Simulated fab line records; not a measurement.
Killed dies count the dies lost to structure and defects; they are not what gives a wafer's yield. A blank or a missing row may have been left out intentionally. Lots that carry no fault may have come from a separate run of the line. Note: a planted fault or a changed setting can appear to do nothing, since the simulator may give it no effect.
The tool behind it: which one?    flow n5_finfet    8 lots, 24 wafers sampled, at 5 steps of a route of 1938

WHAT THE GAUGES SHOWED, per wafer
N5_BEOL_M4_RC_MEAS_101. Usual: DIBL_N 36.2 mV/V, standard deviation 1.2; DIBL_P 36.3 mV/V, standard deviation 1.3; IOFF_N 0.155 nA/um, standard deviation 0.019; IOFF_P 0.210 nA/um, standard deviation 0.029; ION_N 677 uA/um, standard deviation 8.6; ION_P 465 uA/um, standard deviation 6.8; SS_N 71.4 mV/dec, standard deviation 0.48; SS_P 73.2 mV/dec, standard deviation 0.53; VT_N 249.9 mV, standard deviation 2.4; VT_P -250 mV, standard deviation 3.2.
lot   measured      on         DIBL_N (mV/V)   DIBL_P (mV/V)   IOFF_N (nA/um)     IOFF_P (nA/um)     ION_N (uA/um)  ION_P (uA/um)  SS_N (mV/dec)   SS_P (mV/dec)   VT_N (mV)          VT_P (mV)       flag
L776  day 7 14:26   prober-02  36.5 36.3 37.5  36.8 36.4 37.9  0.157 0.153 0.178  0.199 0.198 0.220  672 673 685    464 459 469    71.7 71.1 71.9  72.9 73.6 72.6  250.5 251.6 249.3  -252 -250 -250  
L777  day 8 08:42   prober-01  35.3 36.7 34.3  36.5 38.1 35.1  0.138 0.162 0.116  0.190 0.215 0.163  682 675 674    470 464 460    70.8 72.0 70.3  73.2 73.5 72.9  250.0 250.2 257.5  -251 -249 -254  
L780  day 9 07:53   prober-02  35.7 37.4 37.0  36.0 38.4 37.4  0.144 0.182 0.166  0.215 0.245 0.222  671 678 666    463 469 464    71.6 70.9 71.0  73.4 74.0 73.7  251.6 246.6 249.5  -249 -247 -248  
L781  day 9 14:22   prober-02  37.6 37.2 36.1  37.0 36.6 35.7  0.164 0.149 0.144  0.198 0.181 0.183  679 673 674    458 457 465    71.6 71.4 71.0  73.7 74.1 73.3  248.7 252.1 251.6  -252 -253 -251  
L783  day 10 17:09  prober-01  35.4 36.3 34.9  36.0 36.8 35.4  0.149 0.161 0.133  0.187 0.198 0.178  678 689 667    464 469 464    71.4 71.6 71.3  72.9 73.5 73.0  248.8 249.3 252.8  -254 -252 -255  
L792  day 12 16:52  prober-01  34.9 35.5 35.7  35.2 36.2 36.4  0.129 0.147 0.152  0.162 0.182 0.187  666 669 672    449 455 453    71.6 71.6 72.4  72.5 73.1 73.1  256.9 251.4 251.7  -258 -253 -254  
L793  day 13 04:23  prober-02  38.3 38.5 37.0  36.4 36.8 35.2  0.164 0.166 0.143  0.178 0.186 0.159  679 676 678    460 451 459    70.9 71.7 71.3  73.2 73.6 72.5  250.1 251.8 249.1  -255 -254 -256  
L795  day 12 20:55  prober-02  35.8 35.6 34.0  36.8 36.4 34.9  0.170 0.158 0.139  0.225 0.217 0.197  678 681 679    472 469 467    71.5 71.2 70.5  73.3 73.2 73.4  245.8 249.6 247.4  -248 -248 -249  

TOOL THAT RAN EACH LOT (tool first, then ch and the chambers of the sampled wafers, then the start)
lot   N5_FIN_SAQP_HM_OPEN_33             N5_FIN_SAQP_STRIP_77               N5_FIN_CUT_DESCUM_13               N5_FIN_CUT_CUT_ETCH_26
L776  rie_diel-04 ch 0,2, day 2 04:22    rie_diel-04 ch 0,2, day 2 04:27    rie_diel-05 ch 0,1,2, day 2 05:26  rie_diel-05 ch 0,1,2, day 2 05:53
L777  rie_diel-01 ch 0,1,3, day 2 08:29  rie_diel-01 ch 0,1,3, day 2 08:36  rie_diel-05 ch 0,1,2, day 2 09:34  rie_diel-05 ch 0,1,2, day 2 09:59
L780  rie_diel-01 ch 0,1,2, day 3 02:50  rie_diel-01 ch 0,1,2, day 3 02:56  rie_diel-05 ch 1,2,3, day 3 03:56  rie_diel-05 ch 1,2,3, day 3 04:22
L781  rie_diel-04 ch 0,2, day 3 08:11    rie_diel-04 ch 0,2, day 3 08:16    rie_diel-05 ch 0,3, day 3 09:16    rie_diel-05 ch 0,3, day 3 09:43
L783  rie_diel-02 ch 0,3, day 3 19:55    rie_diel-02 ch 0,3, day 3 20:01    rie_diel-05 ch 0,1, day 3 20:53    rie_diel-05 ch 0,1, day 3 21:19
L792  rie_diel-02 ch 0,1,2, day 6 02:13  rie_diel-02 ch 0,1,2, day 6 02:18  rie_diel-06 ch 0,1,2, day 6 03:11  rie_diel-06 ch 0,1,2, day 6 03:37
L793  rie_diel-04 ch 0,1,3, day 6 08:28  rie_diel-04 ch 0,1,3, day 6 08:33  rie_diel-05 ch 0,1,3, day 6 09:26  rie_diel-05 ch 0,1,3, day 6 09:52
L795  rie_diel-04 ch 0,1,2, day 6 19:59  rie_diel-04 ch 0,1,2, day 6 20:05  rie_diel-03 ch 0,1,3, day 6 20:57  rie_diel-03 ch 0,1,3, day 6 21:23
- N5_FIN_SAQP_HM_OPEN_33: chemistry CH3F/O2, target SiNx, target depth 49.4 nm, time 70.6 s.
- N5_FIN_SAQP_STRIP_77: strips in N2/H2, time 90 s.
- N5_FIN_CUT_DESCUM_13: chemistry O2, time 7 s.
- N5_FIN_CUT_CUT_ETCH_26: etches SiNx in CH3F/O2, target depth 39 nm, time 55.7 s.

WHAT THE TOOLS THEMSELVES READ (means of the sampled wafers that have a number; where no wafer has one, the mark that the record gives instead)
N5_FIN_SAQP_HM_OPEN_33. Usual: O2_flow_sccm 20.01 sccm, standard deviation 0.057; drypump_motor_current_A 5.6 A, standard deviation 0.3; etch_rf_on_time_s 68.3 s, standard deviation 1.3; oes_product_au 0.72 a.u., standard deviation 0.089; rf_vpp_V 298 V, standard deviation 4.5; showerhead_plenum_p_Torr 2.05 Torr, standard deviation 0.059; throttle_valve_pct 16.27 %, standard deviation 0.19.
lot   tool         O2_flow_sccm (sccm)  drypump_motor_current_A (A)  etch_rf_on_time_s (s)  oes_product_au (a.u.)  rf_vpp_V (V)  showerhead_plenum_p_Torr (Torr)  throttle_valve_pct (%)  flag
L776  rie_diel-04  20.00                5.5                          68.3                   0.77                   294           2.03                             16.28                   
L777  rie_diel-01  20.01                5.6                          70.9                   0.68                   300           2.06                             16.29                   
L780  rie_diel-01  19.93                5.8                          68.6                   0.77                   303           2.11                             16.11                   
L781  rie_diel-04  20.03                5.5                          68.3                   0.74                   294           2.03                             16.30                   
L783  rie_diel-02  20.03                5.3                          69.4                   0.65                   299           2.08                             16.41                   
L792  rie_diel-02  19.98                5.3                          67.2                   0.65                   300           2.03                             16.50                   
L793  rie_diel-04  20.04                5.6                          67.9                   0.72                   295           1.99                             16.32                   
L795  rie_diel-04  20.10                5.5                          68.9                   0.71                   294           1.99                             16.32                   

N5_FIN_SAQP_STRIP_77. Usual: value, then standard deviation, for each; drypump_motor_current_A 5.6 A / 0.31; h2_flow_sccm 300.0 sccm / 1; oes_product_au 0.84 a.u. / 0.1; rf_vpp_V 45.5 V / 0.78; showerhead_plenum_p_Torr 3.45 Torr / 0.092; temp_c 40.01 C / 0.12; throttle_valve_pct 12.10 % / 0.25.
lot   tool         drypump_motor_current_A (A)  h2_flow_sccm (sccm)  oes_product_au (a.u.)  rf_vpp_V (V)  showerhead_plenum_p_Torr (Torr)  temp_c (C)  throttle_valve_pct (%)  flag
L776  rie_diel-04  5.5                          299.7                0.89                   45.3          3.43                             39.98       12.08                   
L777  rie_diel-01  5.6                          299.2                0.80                   45.4          3.47                             40.06       12.16                   
L780  rie_diel-01  5.8                          299.9                0.88                   45.5          3.55                             39.87       11.94                   
L781  rie_diel-04  5.5                          299.8                0.88                   45.8          3.42                             40.10       12.11                   
L783  rie_diel-02  5.3                          300.3                0.75                   45.8          3.51                             40.00       12.28                   
L792  rie_diel-02  5.3                          299.4                0.76                   45.3          3.42                             39.95       12.36                   
L793  rie_diel-04  5.6                          300.3                0.85                   46.0          3.36                             40.00       12.13                   
L795  rie_diel-04  5.6                          299.1                0.84                   45.6          3.36                             39.97       12.18                   

N5_FIN_CUT_DESCUM_13. Usual: drypump_motor_current_A 5.4 A, standard deviation 0.41; oes_product_au 0.79 a.u., standard deviation 0.078; rf_vpp_V 243.2 V, standard deviation 1; showerhead_plenum_p_Torr 2.10 Torr, standard deviation 0.041; temp_c 39.99 C, standard deviation 0.11; throttle_valve_pct 20.39 %, standard deviation 0.24.
lot   tool         drypump_motor_current_A (A)  oes_product_au (a.u.)  rf_vpp_V (V)  showerhead_plenum_p_Torr (Torr)  temp_c (C)  throttle_valve_pct (%)  flag
L776  rie_diel-05  5.2                          0.85                   242.8         2.08                             39.99       20.46                   
L777  rie_diel-05  5.2                          0.85                   242.8         2.08                             40.01       20.45                   
L780  rie_diel-05  5.4                          0.86                   242.9         2.09                             40.01       20.30                   
L781  rie_diel-05  5.1                          0.75                   242.6         2.09                             39.84       20.46                   
L783  rie_diel-05  4.9                          0.79                   242.6         2.07                             40.00       20.47                   
L792  rie_diel-06  5.6                          0.74                   243.3         2.06                             39.88       20.55                   
L793  rie_diel-05  5.1                          0.79                   243.1         2.07                             40.07       20.33                   
L795  rie_diel-03  5.6                          0.86                   243.1         2.09                             39.87       20.31                   

N5_FIN_CUT_CUT_ETCH_26. Usual: O2_flow_sccm 20.00 sccm, standard deviation 0.059; drypump_motor_current_A 5.4 A, standard deviation 0.4; oes_product_au 0.79 a.u., standard deviation 0.079; rf_vpp_V 297 V, standard deviation 3.3; run_length_s 79.08 s, standard deviation 0.29; showerhead_plenum_p_Torr 2.01 Torr, standard deviation 0.041; throttle_valve_pct 16.36 %, standard deviation 0.24.
lot   tool         O2_flow_sccm (sccm)  drypump_motor_current_A (A)  oes_product_au (a.u.)  rf_vpp_V (V)  run_length_s (s)  showerhead_plenum_p_Torr (Torr)  throttle_valve_pct (%)  flag
L776  rie_diel-05  19.95                5.2                          0.85                   298           79.12             2.00                             16.40                   
L777  rie_diel-05  19.98                5.2                          0.85                   297           78.98             2.00                             16.40                   
L780  rie_diel-05  20.05                5.4                          0.87                   299           72.14             2.01                             16.23                   OFF
L781  rie_diel-05  19.97                5.1                          0.74                   298           64.88             2.00                             16.44                   OFF
L783  rie_diel-05  19.97                4.9                          0.78                   296           71.78             1.98                             16.43                   OFF
L792  rie_diel-06  20.05                5.6                          0.74                   295           79.34             1.97                             16.51                   
L793  rie_diel-05  20.01                5.1                          0.79                   298           78.91             1.99                             16.29                   
L795  rie_diel-03  20.05                5.6                          0.85                   296           79.31             2.00                             16.25                   

THE ANSWER, worked out from the rows above alone
Rule: lot off if the mean of its wafers having a number is beyond 3 standard deviations from the usual mean. A lot without any number at a reading at which 4 lots or more have one is off too. The other lots that the step has rows for count as sound. First the gauges in route order, then the tools' own readings, where a lot's mean is used as printed above. The first step at which some lot is off is used, and at that step the reading that is off furthest; a lot without a number counts as furthest.
Off at N5_FIN_CUT_CUT_ETCH_26 (run_length_s): L780, L781, L783.
If a tool, at that step or one of the process steps before it, ran each lot that is off and ran no sound lot following the first of them, it fits. Of those tried, none fits.

WHAT THE SIMULATOR PUT IN
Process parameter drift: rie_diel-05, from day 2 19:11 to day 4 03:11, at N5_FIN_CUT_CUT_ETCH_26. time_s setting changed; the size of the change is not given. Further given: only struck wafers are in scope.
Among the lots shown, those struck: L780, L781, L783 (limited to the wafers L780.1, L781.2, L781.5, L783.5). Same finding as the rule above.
